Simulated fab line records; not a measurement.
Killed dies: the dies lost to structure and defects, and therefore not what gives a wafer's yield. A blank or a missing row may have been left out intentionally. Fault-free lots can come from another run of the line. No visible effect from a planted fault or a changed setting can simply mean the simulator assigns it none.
Matching of chambers | flow n5_finfet | rie_diel-03 running N5_BEOL_M6_STRIP_36: 4 sister chambers
The step strips in N2/H2. 8 wafers are shown with their chamber, then 9 later ones without.

## WAFERS, EACH WITH ITS CHAMBER
wafer  | chamber | drypump_motor_current_A (A) | showerhead_plenum_p_Torr (Torr)
L080.6 | 1       | 6.6                         | 2.47
L081.3 | 1       | 6.6                         | 2.47
L091.1 | 0       | 5.4                         | 2.49
L091.4 | 2       | 6.0                         | 2.60
L091.5 | 0       | 5.3                         | 2.49
L093.1 | 3       | 5.5                         | 2.47
L093.4 | 2       | 6.0                         | 2.59
L093.6 | 3       | 5.5                         | 2.47

## WAFERS WHOSE CHAMBER IS MISSING
wafer  | drypump_motor_current_A (A) | showerhead_plenum_p_Torr (Torr)
L094.1 | 5.6                         | 2.47
L094.2 | 5.3                         | 2.49
L094.6 | 5.4                         | 2.48
L097.1 | 6.6                         | 2.46
L097.2 | 6.0                         | 2.59
L097.3 | 5.5                         | 2.47
L095.3 | 5.5                         | 2.47
L095.5 | 5.5                         | 2.47
L095.6 | 5.4                         | 2.48

## WHICH CHAMBER EACH ONE RAN IN
wafer  | from the rows above     | in truth
L094.1 | 3                       | 3
L094.2 | 0                       | 0
L094.6 | can't be placed: 0 or 3 | 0
L097.1 | 1                       | 1
L097.2 | 2                       | 2
L097.3 | 3                       | 3
L095.3 | 3                       | 3
L095.5 | 3                       | 3
L095.6 | can't be placed: 0 or 3 | 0
Correctly placed: 7 of 9. Not placeable from these rows: 2 (in 2, the candidates include the true chamber). Placed wrongly: 0.
How it was worked out, from the rows above alone: a wafer's distance from a chamber is the root of the sum, over the readings, of the square of ((its reading less the chamber's mean) divided by the reading's scatter). If the next closest chamber is less than 2 further off than the closest, the wafer can't be placed; otherwise it belongs to the closest. A chamber's mean is the mean of its shown wafers. The scatter: take each reading less its chamber's mean, square it, sum over the shown wafers, divide by the number of wafers less the number of chambers, and take the root.
